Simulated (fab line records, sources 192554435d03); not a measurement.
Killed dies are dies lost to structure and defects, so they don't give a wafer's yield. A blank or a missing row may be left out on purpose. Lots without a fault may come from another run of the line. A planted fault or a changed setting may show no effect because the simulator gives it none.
Chamber matching | flow n5_finfet | N5_SDB_ALD_29 on ald_sin-01: 4 sister chambers
The step deposits SiNx, target thk 30 nm, pulse time 1 s, ald cycles 600. 16 wafers are shown with their chamber, then 8 later ones without.

WAFERS WITH THEIR CHAMBER
wafer  | chamber | heater_power_w (W) | precursor_pulse_height_rel
L076.4 | 1       | 854                | 1.011
L076.5 | 3       | 886                | 0.999
L076.6 | 0       | 839                | 0.969
L077.2 | 1       | 849                | 1.012
L077.3 | 3       | 882                | 0.958
L077.6 | 3       | 861                | 1.046
L078.2 | 0       | 818                | 1.014
L078.3 | 1       | 837                | 1.030
L078.5 | 3       | 876                | 0.990
L081.1 | 0       | 817                | 1.011
L081.2 | 2       | 702                | 1.010
L081.3 | 3       | 906                | 1.012
L081.4 | 1       | 824                | 1.009
L081.5 | 2       | 715                | 0.997
L081.6 | 3       | 874                | 1.014
L085.4 | 3       | 891                | 1.008

SIGNATURES (means of the wafers above)
reading                    | chamber 0 | chamber 1 | chamber 2 | chamber 3 | scatter within a chamber
heater_power_w             | 824.67    | 841.00    | 708.50    | 882.29    | 13.4
precursor_pulse_height_rel | 0.99800   | 1.01550   | 1.00350   | 1.00386   | 0.0222
Rule: a wafer's distance from a chamber is the root of the sum, over the readings, of the square of ((its reading less the chamber's mean) divided by the reading's scatter). The wafer belongs to the nearest chamber; if the next one is less than 2 further off, it can't be placed. The scatter: the root of (the sum of the squares of (reading less its chamber's mean) over the shown wafers, divided by (wafers less chambers)).

WAFERS WITHOUT THEIR CHAMBER
wafer  | heater_power_w (W) | precursor_pulse_height_rel
L085.5 | 716                | 1.017
L085.6 | 832                | 1.020
L086.1 | 883                | 0.991
L086.3 | 823                | 0.998
L086.4 | 723                | 0.999
L096.1 | 807                | 0.988
L096.2 | 833                | 0.998
L096.5 | 808                | 1.006

WHICH CHAMBER EACH WENT THROUGH
wafer  | from the rows above     | in truth
L085.5 | 2                       | 2
L085.6 | can't be placed: 1 or 0 | 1
L086.1 | 3                       | 3
L086.3 | can't be placed: 0 or 1 | 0
L086.4 | 2                       | 2
L096.1 | can't be placed: 0 or 1 | 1
L096.2 | can't be placed: 0 or 1 | 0
L096.5 | can't be placed: 0 or 1 | 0
Placed correctly: 3 of 8. Can't be placed from these rows: 5 (the true chamber is among the candidates in 5). Placed wrongly: 0.
